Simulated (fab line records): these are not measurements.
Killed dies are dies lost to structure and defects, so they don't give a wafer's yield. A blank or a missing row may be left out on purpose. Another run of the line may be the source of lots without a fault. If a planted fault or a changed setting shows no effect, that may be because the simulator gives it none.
Matching of chambers ; flow nand-harc ; rie-diel-03 running NHARC_A_STAIRCASE_ETCH_169: 4 sister chambers
The step etches the open film in CH3F/O2, target depth 50 nm, time 107.1 s. 14 wafers are shown with their chamber, then 7 later ones without.

## WAFERS WITH THEIR CHAMBER
wafer;chamber;drypump-motor-current-A (A);showerhead-plenum-p-Torr (Torr);rf-vpp-V (V)
L077.2;2;6.0;2.64;247.8
L077.3;3;6.6;2.65;247.9
L077.5;3;6.6;2.65;245.8
L079.2;3;6.6;2.65;247.8
L079.3;1;6.1;2.29;241.7
L079.5;0;5.7;2.30;242.4
L080.1;2;6.1;2.63;247.5
L080.3;1;6.1;2.28;241.9
L080.6;0;5.7;2.30;241.8
L087.2;3;6.6;2.64;247.4
L087.4;0;5.7;2.29;242.1
L087.5;1;6.1;2.66;247.0
L090.1;2;6.0;2.62;245.9
L090.4;0;5.6;2.29;242.5

SIGNATURES (means of the wafers above)
reading;chamber 0;chamber 1;chamber 2;chamber 3;scatter within a chamber
drypump-motor-current-A;5.675;6.100;6.033;6.600;0.0376
showerhead-plenum-p-Torr;2.2950;2.4100;2.6300;2.6475;0.097
rf-vpp-V;242.200;243.533;247.067;247.225;1.53
Rule: for a wafer and a chamber, the distance is found by dividing, reading by reading, the gap between the wafer's reading and the chamber's mean by the reading's scatter, squaring, summing and taking the root. If the next closest chamber is less than 2 further off than the closest, the wafer can't be placed; otherwise it belongs to the closest. The scatter: the root of (the sum of the squares of (reading less its chamber's mean) over the shown wafers, divided by (wafers less chambers)).

## WAFERS WITHOUT THEIR CHAMBER
wafer;drypump-motor-current-A (A);showerhead-plenum-p-Torr (Torr);rf-vpp-V (V)
L090.5;5.7;2.29;241.5
L092.1;5.7;2.29;241.7
L092.4;6.1;2.62;245.8
L092.5;6.6;2.63;246.4
L097.3;6.6;2.62;246.8
L097.4;6.1;2.61;245.8
L097.6;6.1;2.61;246.2

## CHAMBER TAKEN BY EACH
wafer;from the rows above;in truth
L090.5;0;0
L092.1;0;0
L092.4;can't be placed: 2 or 1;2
L092.5;3;3
L097.3;3;3
L097.4;can't be placed: 2 or 1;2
L097.6;can't be placed: 2 or 1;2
Correct placement for 4 of the 7. Not placeable from these rows: 3 (in 3, the candidates include the true chamber). Number placed wrongly: 0.
